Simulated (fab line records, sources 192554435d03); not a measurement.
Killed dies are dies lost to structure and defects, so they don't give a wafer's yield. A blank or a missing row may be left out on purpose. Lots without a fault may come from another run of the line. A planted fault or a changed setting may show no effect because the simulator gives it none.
fab line records | flow n5_finfet
record lots=7 wafers=21
route steps=1938 shown BEOL_M0_SAQP@673 BEOL_M1@751 BEOL_M2@847 BEOL_M3@934
start_h: hours from the record's first day to the start of the lot's first wafer shown | wait_h: hours since the lot's step before | " the same as in the row above | L1.1+2: a row that stands for several wafers | - no value, or no start given | * or withheld: withheld | < > ~ a bound
route shown NAME@n: a module of which the file shows steps, and the number in the route of the first | usual: mean/standard deviation of fault-free wafers | same: alike in all rows | chamber/n: place in a boat | sites: the reading at each site | _std_site: their standard deviation | _edge_site: outer sites' mean less inner sites' | radius_mm: how far each site lies from the wafer's centre | mask NAME#n: copy n | behind: the tool/chamber that last shaped the wafer | hold: why the lot was held/for how many hours/how that ended | device: the transistor (n, p or np) that didn't switch | end of line: the same wafers' tests at the end of the route | a step without rows: its recipe alone | killed: dies lost to structure and defects at the first sort, not the wafer's yield | map: a wafer's dies, x killed, . not, _ none there
set.NAME: the setting as run; set.NAME@STEP: as run at that earlier step | model.NAME: the simulator's own value behind a step, which no gauge read
lots whose settings were changed on purpose; a table a step, a row a wafer
## steps
# step N5_BEOL_M0_SAQP_ETCH_107
# recipe chemistry=CH3F/O2 target=SiNx target_depth_a=300 mask_material=SOC pressure_mtorr=30 source_w=395 bias_w=73 Ar_flow_sccm=150 CH3F_flow_sccm=30 O2_flow_sccm=20 ion_energy_ev=120
# usual rf_vpp_V=296/4.7
# columns lot.wafer tool chamber start_h wait_h set.bias_w rf_vpp_V
L074.1 rie_diel-01 0 117.89 0.0 64.67 262
L074.2 " 3 " " 73 305
L074.4 " 1 " " 64.67 271
L076.1 rie_diel-03 1 125.27 0.0 73 296
L076.3 " 3 " " 73 298
L076.4 " 0 " " 73 296
L078.2 rie_diel-01 2 137.44 0.0 73 293
L078.3 " 0 " " 68.37 276
L078.4 " 3 " " 73 305
L082.3 rie_diel-03 0 160.06 0.0 63.49 266
L082.5 " 1 " " 73 296
L082.6 " 2 " " 73 293
L089.1 rie_diel-01 1 205.02 0.0 73 297
L089.2 " 3 " " 73 306
L089.5 " 3 " " 73 306
L090.1 rie_diel-01 1 207.23 0.0 73 299
L090.4 " 3 " " 73 305
L090.6 " 0 " " 73 290
L094.2 rie_diel-01 0 233.03 0.0 83.83 323
L094.4 " 2 " " 73 291
L094.5 " 2 " " 83.83 327
# step N5_BEOL_M1_ILD_DEP_00
# recipe material=SiOC target_thk_a=790 temp_c=350 precursor=DEMS/O2 pressure_torr=5 rf_w=500 time_s=15.3
# columns lot.wafer tool chamber start_h wait_h set.time_s model.SiOC_of_BEOL_M1_ILD_DEP_00.thk_nm
L074.1 pecvd-03 1 124.46 0.0 15.3 78
L074.2 " 0 " " 15.3 77.6
L074.4 " 0 " " 15.3 79
L076.1 pecvd-03 0 142.91 0.0 15.3 77
L076.3 " 2 " " 15.3 78.4
L076.4 " 0 " " 15.3 79.2
L078.2 pecvd-03 2 144.27 0.0 17.39 89
L078.3 " 0 " " 17.39 89.8
L078.4 " 2 " " 15.3 79
L082.3 pecvd-01 0 169.32 0.0 17.03 86.6
L082.5 " 0 " " 15.3 79.8
L082.6 " 1 " " 15.3 79.6
L090.1 pecvd-03 1 218.53 0.0 15.3 78.8
L090.4 " 1 " " 15.3 80.2
L090.6 " 0 " " 15.3 80
L089.1 pecvd-02 0 219.42 0.0 17.42 89
L089.2 " 1 " " 15.3 78.2
L089.5 " 1 " " 17.42 91.2
L094.2 pecvd-02 0 243.73 0.0 15.3 78
L094.4 " 2 " " 15.3 80.4
L094.5 " 1 " " 14.26 74.4
# step N5_BEOL_M1_THK_MEAS_01
# recipe reads=SiOC_of_BEOL_M1_ILD_DEP_00
# usual M1_ILD_THK=78.9/0.99
# columns lot.wafer tool chamber start_h wait_h set.time_s@BEOL_M1_ILD_DEP_00 M1_ILD_THK[nm]
L074.1 film_metro-02 - 124.53 0.0 15.3 77.9
L074.2 " - " " 15.3 77.6
L074.4 " - " " 15.3 79.1
L076.1 film_metro-01 - 143.00 0.1 15.3 77.1
L076.3 " - " " 15.3 78.5
L076.4 " - " " 15.3 79.2
L078.2 film_metro-01 - 144.35 0.1 17.39 89.1
L078.3 " - " " 17.39 89.8
L078.4 " - " " 15.3 79.1
L082.3 film_metro-01 - 169.39 0.1 17.03 86.7
L082.5 " - " " 15.3 79.8
L082.6 " - " " 15.3 79.6
L090.1 film_metro-01 - 218.60 0.0 15.3 78.7
L090.4 " - " " 15.3 80.2
L090.6 " - " " 15.3 80.0
L089.1 film_metro-02 - 219.49 0.0 17.42 89.1
L089.2 " - " " 15.3 78.3
L089.5 " - " " 17.42 91.2
L094.2 film_metro-02 - 243.80 0.1 15.3 78.0
L094.4 " - " " 15.3 80.4
L094.5 " - " " 14.26 74.5
# step N5_BEOL_M1_COAT_62
# recipe resist=SiARC temp_c=220 time_s=60 spin_rpm=1500 resist_thk_nm=12
# columns lot.wafer tool chamber start_h wait_h set.spin_rpm model.SiARC_of_BEOL_M1_COAT_62.thk_nm
L074.1 litho_track-02 0 - - 1371 12.6
L074.2+4 " 0 " " 1500 12
L076.1 litho_track-03 0 - - 1500 12
L076.3 " 0 " " 1349 12.8
L076.4 " 0 " " 1349 12.6
L078.2+3+4 litho_track-05 0 - - 1500 12
L082.3+6 litho_track-02 0 - - 1656 11.4
L082.5 " 0 " " 1500 12
L090.1+4+6 litho_track-03 0 - - 1500 12
L089.1+5 litho_track-02 0 - - 1500 12.2
L089.2 " 0 " " 1421 12.4
L094.2 litho_track-02 0 - - 1436 12.4
L094.4+5 " 0 " " 1500 12
# step N5_BEOL_M1_COAT_73
# recipe resist=underlayer temp_c=205 time_s=60 spin_rpm=1500 resist_thk_nm=5
# step N5_BEOL_M1_COAT_05
# recipe resist=CAR-EUV spin_rpm=1500 resist_thk_nm=30
# step N5_BEOL_M1_DESCUM_16
# recipe chemistry=O2 time_s=7 source_power_w=50 bias_power_w=20 pressure_mtorr=20 rf_frequency_hz=2.712e+07 temp_c=40 resist=CAR-EUV o2_flow_sccm=225
# step N5_BEOL_M1_ETCH_74
# recipe chemistry=N2/H2 target=underlayer target_depth_a=65 mask_material=CAR-EUV time_s=5.2 ion_energy_ev=200 pressure_mtorr=30 source_w=840 bias_w=150 n2_flow_sccm=200 h2_flow_sccm=200 ends=cleared
# step N5_BEOL_M1_ETCH_63
# recipe chemistry=CF4 target=SiARC target_depth_a=156 mask_material=CAR-EUV time_s=26 ion_energy_ev=80 pressure_mtorr=40 source_w=545 bias_w=36 Ar_flow_sccm=100 cf4_flow_sccm=100 ends=cleared
# columns lot.wafer tool chamber start_h wait_h set.spin_rpm@BEOL_M1_COAT_62 model.etch.depth_nm model.CAR-EUV_of_BEOL_M1_COAT_05.thk_nm
L074.1 rie_diel-01 0 125.89 0.0 1371 12.55 10.6
L074.2 " 3 " " 1500 12.02 11.2
L074.4 " 1 " " 1500 12.02 11
L076.1 rie_diel-01 0 143.78 0.0 1500 12.05 11.2
L076.3 " 3 " " 1349 12.72 10.8
L076.4 " 2 " " 1349 12.68 10.6
L078.2 rie_diel-03 0 146.64 0.0 1500 12.04 11
L078.3 " 2 " " 1500 11.99 11
L078.4 " 2 " " 1500 12.03 11.2
L082.3 rie_diel-03 1 170.10 0.0 1656 11.49 11.6
L082.5 " 0 " " 1500 12.07 11.2
L082.6 " 3 " " 1656 11.5 11.6
L090.1 rie_diel-06 0 219.40 0.0 1500 12 11.2
L090.4 " 1 " " 1500 12.01 11.2
L090.6 " 1 " " 1500 11.97 11.2
L089.1+5 rie_diel-06 1,2 221.77 0.0 1500 12.11 11.2
L089.2 " 3 " " 1421 12.46 11
L094.2 rie_diel-03 1 245.40 0.0 1436 12.41 11
L094.4 " 2 " " 1500 12.08 11.2
L094.5 " 1 " " 1500 12.04 11.2
# step N5_BEOL_M2_COAT_73
# recipe resist=underlayer temp_c=205 time_s=60 spin_rpm=1500 resist_thk_nm=5
# columns lot.wafer tool chamber start_h wait_h set.spin_rpm
L074.1 litho_track-01 0 - - 1500
L074.2+4 " 0 " " 1591
L076.1+3+4 litho_track-01 0 - - 1500
L078.2+4 litho_track-02 0 - - 1360
L078.3 " 0 " " 1500
L082.3 litho_track-04 0 - - 1654
L082.5+6 " 0 " " 1500
L090.1+4+6 litho_track-02 0 - - 1500
L089.1+5 litho_track-02 0 - - 1405
L089.2 " 0 " " 1500
L094.2 litho_track-02 0 - - 1555
L094.4+5 " 0 " " 1500
# step N5_BEOL_M2_EXPOSE_08
# recipe mask_id=M2 na=0.33 source_shape=dipole sigma_inner=0.369 sigma_outer=0.767 polarization=unpolarized dose_mj=41.25
# columns lot.wafer tool chamber start_h wait_h mask set.dose_mj
L074.1+2 euv_scanner-02 0 141.11 - M2#0 41.25
L074.4 " 0 " " M2#0 43.77
L076.1+3+4 euv_scanner-02 0 151.77 - M2#0 41.25
L078.2+3 euv_scanner-01 0 154.95 - M2#0 41.25
L078.4 " 0 " " M2#0 39.82
L082.3+5 euv_scanner-02 0 181.25 - M2#0 42.55
L082.6 " 0 " " M2#0 41.25
L090.1+4+6 euv_scanner-01 0 225.59 - M2#0 41.25
L089.1+2+5 euv_scanner-02 0 228.09 - M2#0 41.25
L094.2+5 euv_scanner-02 0 253.46 - M2#0 41.25
L094.4 " 0 " " M2#0 38.24
# step N5_BEOL_M2_PEB_09
# recipe peb_temp_c=100 peb_time_s=60 resist=CAR-EUV
# step N5_BEOL_M2_DEVELOP_10
# recipe develop_time_s=30 developer=TMAH resist=CAR-EUV rinse_liquid=surfactant_rinse dry=air_spin dev_temp_c=23
# step N5_BEOL_M2_CD_MEAS_11
# recipe target_cd_nm=16.79 landing_energy_ev=500 detector=se_inlens polarity=opening
# usual cd_nm=16.79/0.23
# columns lot.wafer tool chamber start_h wait_h set.dose_mj@BEOL_M2_EXPOSE_08 cd_nm
L074.1 cd_sem-03 0 141.24 - 41.25 16.78
L074.2 " 0 " " 41.25 16.94
L074.4 " 0 " " 43.77 17.84
L076.1 cd_sem-02 0 151.90 - 41.25 16.84
L076.3 " 0 " " 41.25 16.72
L076.4 " 0 " " 41.25 16.45
L078.2 cd_sem-02 0 155.08 - 41.25 16.62
L078.3 " 0 " " 41.25 16.78
L078.4 " 0 " " 39.82 16.18
L082.3 cd_sem-03 0 181.37 - 42.55 17.45
L082.5 " 0 " " 42.55 17.37
L082.6 " 0 " " 41.25 16.97
L090.1 cd_sem-03 0 225.72 - 41.25 16.82
L090.4 " 0 " " 41.25 16.90
L090.6 " 0 " " 41.25 16.87
L089.1 cd_sem-02 0 228.23 - 41.25 15.96
L089.2 " 0 " " 41.25 16.83
L089.5 " 0 " " 41.25 16.79
L094.2 cd_sem-03 0 253.58 - 41.25 16.65
L094.4 " 0 " " 38.24 15.21
L094.5 " 0 " " 41.25 16.88
# step N5_BEOL_M2_DESCUM_16
# recipe chemistry=O2 time_s=7 source_power_w=50 bias_power_w=20 pressure_mtorr=20 rf_frequency_hz=2.712e+07 temp_c=40 resist=CAR-EUV o2_flow_sccm=225
# step N5_BEOL_M2_ETCH_74
# recipe chemistry=N2/H2 target=underlayer target_depth_a=65 mask_material=CAR-EUV time_s=5.2 ion_energy_ev=200 pressure_mtorr=30 source_w=840 bias_w=150 n2_flow_sccm=200 h2_flow_sccm=200 ends=cleared
# usual etch_rf_on_time_s=5.27/0.074
# columns lot.wafer tool chamber start_h wait_h set.spin_rpm@BEOL_M2_COAT_73 set.dose_mj@BEOL_M2_EXPOSE_08 etch_rf_on_time_s model.BEOL_M2.cd_offset_nm model.etch.depth_nm
L074.1 rie_diel-04 3 141.40 0.0 1500 41.25 5.40 0.2 5.005
L074.2 " 2 " " 1591 41.25 5.03 -0.2 4.857
L074.4 " 1 " " 1591 43.77 5.08 1.2 4.849
L076.1 rie_diel-02 2 152.05 0.0 1500 41.25 5.13 -0.2 5.016
L076.3 " 1 " " 1500 41.25 5.20 -0.2 5.009
L076.4 " 3 " " 1500 41.25 5.20 -0.2 5.025
L078.2 rie_diel-04 2 155.23 0.0 1360 41.25 5.53 0 5.249
L078.3 " 1 " " 1500 41.25 5.21 0 5.005
L078.4 " 0 " " 1360 39.82 5.52 -0.6 5.264
L082.3 rie_diel-02 0 181.52 0.0 1654 42.55 5.03 0.4 4.739
L082.5 " 1 " " 1500 42.55 5.30 0.4 4.993
L082.6 " 2 " " 1500 41.25 5.23 0 4.989
L090.1 rie_diel-05 1 226.57 0.0 1500 41.25 5.33 0 5.006
L090.4 " 3 " " 1500 41.25 5.38 0.4 5.009
L090.6 " 1 " " 1500 41.25 5.33 0 5.003
L089.1 rie_diel-02 0 229.16 0.0 1405 41.25 5.46 0 5.176
L089.2 " 1 " " 1500 41.25 5.22 0 5.015
L089.5 " 0 " " 1405 41.25 5.49 0.2 5.182
L094.2 rie_diel-02 0 253.74 0.0 1555 41.25 5.21 -0.2 4.895
L094.4 " 3 " " 1500 38.24 5.26 -1.6 5
L094.5 " 0 " " 1500 41.25 5.30 -0.2 4.992
# step N5_BEOL_M2_ETCH_63
# recipe chemistry=CF4 target=SiARC target_depth_a=156 mask_material=CAR-EUV time_s=26 ion_energy_ev=80 pressure_mtorr=40 source_w=545 bias_w=36 Ar_flow_sccm=100 cf4_flow_sccm=100 ends=cleared
# columns lot.wafer tool chamber start_h wait_h set.dose_mj@BEOL_M2_EXPOSE_08 model.BEOL_M2.cd_offset_nm
L074.1 rie_diel-04 3 141.42 0.0 41.25 0.4
L074.2 " 2 " " 41.25 -0.2
L074.4 " 1 " " 43.77 1.2
L076.1+4 rie_diel-02 2,3 152.07 0.0 41.25 -0.4
L076.3 " 1 " " 41.25 -0.2
L078.2 rie_diel-04 2 155.25 0.0 41.25 0
L078.3 " 1 " " 41.25 0.2
L078.4 " 0 " " 39.82 -0.4
L082.3+5 rie_diel-02 0,1 181.54 0.0 42.55 0.4
L082.6 " 2 " " 41.25 -0.2
L090.1+6 rie_diel-05 1 226.58 0.0 41.25 -0.2
L090.4 " 3 " " 41.25 0.4
L089.1+2 rie_diel-02 0,1 229.18 0.0 41.25 -0.2
L089.5 " 0 " " 41.25 0
L094.2 rie_diel-02 0 253.76 0.0 41.25 -0.2
L094.4 " 3 " " 38.24 -1.6
L094.5 " 0 " " 41.25 -0.4
# step N5_BEOL_M2_ETCH_64
# recipe chemistry=N2/H2 target=SOC target_depth_a=750 overetch_a=225 mask_material=SiARC temp_c=40 time_s=121.9 ion_energy_ev=200 pressure_mtorr=30 source_w=840 bias_w=150 n2_flow_sccm=200 h2_flow_sccm=200
# step N5_BEOL_M2_STRIP_65
# recipe chemistry=N2/H2 temp_c=40 n2_flow_sccm=200 h2_flow_sccm=200 rf_frequency_hz=6e+07
# step N5_BEOL_M2_HM_OPEN_17
# recipe chemistry=Cl2/BCl3 target_depth_a=200 overetch_a=60 target=TiN mask_material=SOC ion_energy_ev=150 pressure_mtorr=10 icp_w=1000 bias_w=126 Cl2_flow_sccm=53.25 bcl3_flow_sccm=21.75 Ar_flow_sccm=25
# step N5_BEOL_M2_STRIP_19
# recipe chemistry=O2 power_w=400 temp_c=40 pressure_mtorr=30 rf_frequency_hz=6e+07 bias_power_w=0 overash_fraction=0.2 o2_flow_sccm=225
# step N5_BEOL_M2_CD_MEAS_18
# recipe pitch_nm=36 target_cd_nm=18
# usual cd_nm=17.9/0.35
# columns lot.wafer tool chamber start_h wait_h set.dose_mj@BEOL_M2_EXPOSE_08 cd_nm
L074.1 cd_sem-01 - 141.80 0.0 41.25 18.4
L074.2 " - " " 41.25 17.9
L074.4 " - " " 43.77 19.3
L076.1 cd_sem-02 - 152.56 0.0 41.25 17.3
L076.3 " - " " 41.25 17.5
L076.4 " - " " 41.25 17.6
L078.2 cd_sem-01 - 155.70 0.1 41.25 18.3
L078.3 " - " " 41.25 17.9
L078.4 " - " " 39.82 17.2
L082.3 cd_sem-02 - 181.94 0.1 42.55 18.8
L082.5 " - " " 42.55 18.6
L082.6 " - " " 41.25 17.7
L090.1 cd_sem-03 - 227.01 0.0 41.25 17.7
L090.4 " - " " 41.25 18.3
L090.6 " - " " 41.25 17.3
L089.1 cd_sem-01 - 229.90 0.0 41.25 17.9
L089.2 " - " " 41.25 17.9
L089.5 " - " " 41.25 17.9
L094.2 cd_sem-03 - 254.24 0.1 41.25 18.1
L094.4 " - " " 38.24 16.5
L094.5 " - " " 41.25 17.7
# step N5_BEOL_M2_TRENCH_ETCH_37
# recipe chemistry=C4F6/O2 target_depth_a=555.55 target=SiOC time_s=29.2 ion_energy_ev=250 pressure_mtorr=30 source_w=355 bias_w=185 Ar_flow_sccm=300 C4F6_flow_sccm=10 O2_flow_sccm=10
# columns lot.wafer tool chamber start_h wait_h set.time_s model.etch.depth_nm model.BEOL_M2.feature_depth_nm
L074.1 rie_diel-04 1 - - 32.26 60.45 60.4
L074.2 " 3 " " 32.26 60.59 60.6
L074.4 " 2 " " 29.2 55.48 55.4
L076.1 rie_diel-02 2 - - 29.2 55.46 55.4
L076.3 " 1 " " 25.25 48 48
L076.4 " 3 " " 29.2 55.88 55.8
L078.2 rie_diel-02 2 - - 27.11 51.56 51.6
L078.3 " 3 " " 27.11 52.13 52.2
L078.4 " 1 " " 27.11 52.19 52.2
L082.3 rie_diel-02 0 - - 29.2 54.92 55
L082.5 " 1 " " 29.2 56.02 56
L082.6 " 2 " " 29.2 55.43 55.4
L090.1 rie_diel-04 3 - - 29.2 54.97 55
L090.4 " 0 " " 29.2 55.02 55
L090.6 " 3 " " 29.2 55 55
L089.1 rie_diel-02 1 - - 29.2 55.94 56
L089.2 " 0 " " 29.2 55.38 55.4
L089.5 " 1 " " 23.81 45.57 45.6
L094.2 rie_diel-04 3 - - 29.2 54.45 54.4
L094.4 " 3 " " 29.2 54.65 54.6
L094.5 " 3 " " 26.8 49.93 50
# step N5_BEOL_M2_ALD_84
# recipe material=TaN target_thk_a=* temp_c=275 ald_precursor_family=PDMAT ald_co_reactant=NH3 pressure_torr=3 carrier_flow_sccm=1500 pulse_time_s=2 purge_time_s=3 co_reactant_purge_time_s=2 co_reactant_pulse_time_s=3 ald_cycles=30 precursor_vessel_temp_c=75 precursor_vessel_pressure_torr=26.25 precursor_vessel_carrier_sccm=1000
# columns lot.wafer tool chamber start_h wait_h set.ald_cycles
L074.1+2+4 ald_metal-01 0,1,3 143.35 0.0 30
L076.1+3+4 ald_metal-03 3,2,0 161.76 0.0 30
L078.2+4 ald_metal-03 1,2 165.02 0.1 26
L078.3 " 0 " " 30
L082.3+5+6 ald_metal-03 0,0,1 184.91 0.0 30
L090.1+4+6 ald_metal-01 2,3,2 231.47 0.1 30
L089.1 ald_metal-03 0 234.88 0.1 30
L089.2+5 " 2,0 " " 33
L094.2+4+5 ald_metal-01 3,1,1 267.05 0.0 30
# step N5_BEOL_M2_SURFACE_TREAT_85
# recipe gas=Ar time_s=* ion_energy_ev=* ion_current_ma_cm2=0.5 pressure_mtorr=* ar_flow_sccm=30
# step N5_BEOL_M2_CVD_47
# recipe material=Co target_thk_a=30 temp_c=withheld precursor=CCTBA/H2 pressure_torr=30 time_s=223.8
# step N5_BEOL_M2_ECD_50
# recipe material=Cu target_thk_a=3000
# step N5_BEOL_M2_ANNEAL_51
# recipe temp_c=225 time_s=90 ambient=N2
# step N5_BEOL_M2_CMP_52
# recipe stop_on=SiOC t_overpolish_s=6.8 down_force_psi=1 platen_rpm=50 clearing_platen_down_force_psi=1.5 clearing_platen_rpm=50 post_cmp_clean=cu_alkaline target_thk_nm=40 clearing_platen_pad_velocity_m_s=0.99484 pad_velocity_m_s=0.99484
# columns lot.wafer tool chamber start_h wait_h set.time_s@BEOL_M2_TRENCH_ETCH_37 model.Cu_of_BEOL_M2_ECD_50.thk_nm
L074.1 cmp-03 2 146.36 0.5 32.26 48.2
L074.2 " 3 " " 32.26 45.4
L074.4 " 0 " " 29.2 41.6
L076.1 cmp-02 3 165.28 0.6 29.2 40.6
L076.4 " 0 " " 29.2 40.2
L076.3 " 1 " " 25.25 31.6
L078.4 cmp-02 2 167.91 0.1 27.11 35.4
L078.3 " 3 " " 27.11 34.8
L078.2 " 1 " " 27.11 34
L082.3 cmp-01 2 189.39 0.3 29.2 39.2
L082.5 " 3 " " 29.2 41.4
L082.6 " 0 " " 29.2 38.8
L090.1+6 cmp-02 1,2 234.49 0.3 29.2 38.4
L090.4 " 0 " " 29.2 39.6
L089.1 cmp-01 2 237.68 0.3 29.2 40.6
L089.2 " 3 " " 29.2 40.2
L089.5 " 2 " " 23.81 29.6
L094.2 cmp-01 0 269.81 0.2 29.2 38.8
L094.4 " 1 " " 29.2 39.8
L094.5 " 1 " " 26.8 34.4
# step N5_BEOL_M3_HM_DEP_02
# recipe material=TiN target_thk_a=200 temp_c=25 chamber_pressure_pa=0.49996
# columns lot.wafer tool chamber start_h wait_h set.target_thk_a model.TiN_of_BEOL_M3_HM_DEP_02.thk_nm
L074.1 pvd_sputter-01 - 147.42 0.3 200 19.6
L074.2 " - " " 200 19.8
L074.4 " - " " 222.9 22
L076.1 pvd_sputter-02 - 168.04 2.1 187.7 18.6
L076.3 " - " " 200 19.8
L076.4 " - " " 187.7 18.4
L078.2 pvd_sputter-03 - 168.69 0.0 200 20.2
L078.3+4 " - " " 222.9 22.6
L082.3+6 pvd_sputter-02 - 190.91 0.9 188.4 18.4
L082.5 " - " " 200 19.8
L090.1 pvd_sputter-03 - 235.45 0.2 200 20
L090.4+6 " - " " 200 20.2
L089.1+2+5 pvd_sputter-02 - 238.77 0.4 200 20
L094.2 pvd_sputter-01 - 271.03 0.5 214.1 21.6
L094.4 " - " " 200 19.8
L094.5 " - " " 200 20
## key
split step=N5_BEOL_M0_SAQP_ETCH_107 setting=bias_w stated=73 by=wafer
response step=N5_BEOL_M0_SAQP_ETCH_107 reading=rf_vpp_V change=+2.61 per=1% r=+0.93
split step=N5_BEOL_M1_ILD_DEP_00 setting=time_s stated=15.3 by=wafer
response step=N5_BEOL_M1_ILD_DEP_00 reading=model.SiOC_of_BEOL_M1_ILD_DEP_00.thk_nm change=+0.756 per=1% r=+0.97
response step=N5_BEOL_M1_THK_MEAS_01 reading=M1_ILD_THK change=+0.755 per=1% r=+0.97
split step=N5_BEOL_M1_COAT_62 setting=spin_rpm stated=1500 by=wafer
response step=N5_BEOL_M1_COAT_62 reading=model.SiARC_of_BEOL_M1_COAT_62.thk_nm change=-0.0644 per=1% r=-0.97
response step=N5_BEOL_M1_ETCH_63 reading=model.etch.depth_nm change=-0.0621 per=1% r=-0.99
response step=N5_BEOL_M1_ETCH_63 reading=model.CAR-EUV_of_BEOL_M1_COAT_05.thk_nm change=+0.0468 per=1% r=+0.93
split step=N5_BEOL_M2_COAT_73 setting=spin_rpm stated=1500 by=wafer
response step=N5_BEOL_M2_ETCH_74 reading=etch_rf_on_time_s change=* per=1% r=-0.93
response step=N5_BEOL_M2_ETCH_74 reading=model.etch.depth_nm change=-0.0257 per=1% r=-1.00
split step=N5_BEOL_M2_EXPOSE_08 setting=dose_mj stated=41.25 by=wafer
response step=N5_BEOL_M2_CD_MEAS_11 reading=cd_nm change=+0.183 per=1% r=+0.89
response step=N5_BEOL_M2_ETCH_74 reading=model.BEOL_M2.cd_offset_nm change=+0.186 per=1% r=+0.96
response step=N5_BEOL_M2_ETCH_63 reading=model.BEOL_M2.cd_offset_nm change=+0.176 per=1% r=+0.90
response step=N5_BEOL_M2_CD_MEAS_18 reading=cd_nm change=+0.204 per=1% r=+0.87
split step=N5_BEOL_M2_TRENCH_ETCH_37 setting=time_s stated=29.2 by=wafer
response step=N5_BEOL_M2_TRENCH_ETCH_37 reading=model.etch.depth_nm change=+0.543 per=1% r=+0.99
response step=N5_BEOL_M2_TRENCH_ETCH_37 reading=model.BEOL_M2.feature_depth_nm change=+0.542 per=1% r=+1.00
response step=N5_BEOL_M2_CMP_52 reading=model.Cu_of_BEOL_M2_ECD_50.thk_nm change=+0.589 per=1% r=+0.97
split step=N5_BEOL_M2_ALD_84 setting=ald_cycles stated=30 by=wafer
response none clear
split step=N5_BEOL_M3_HM_DEP_02 setting=target_thk_a stated=200 by=wafer
response step=N5_BEOL_M3_HM_DEP_02 reading=model.TiN_of_BEOL_M3_HM_DEP_02.thk_nm change=+0.214 per=1% r=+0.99
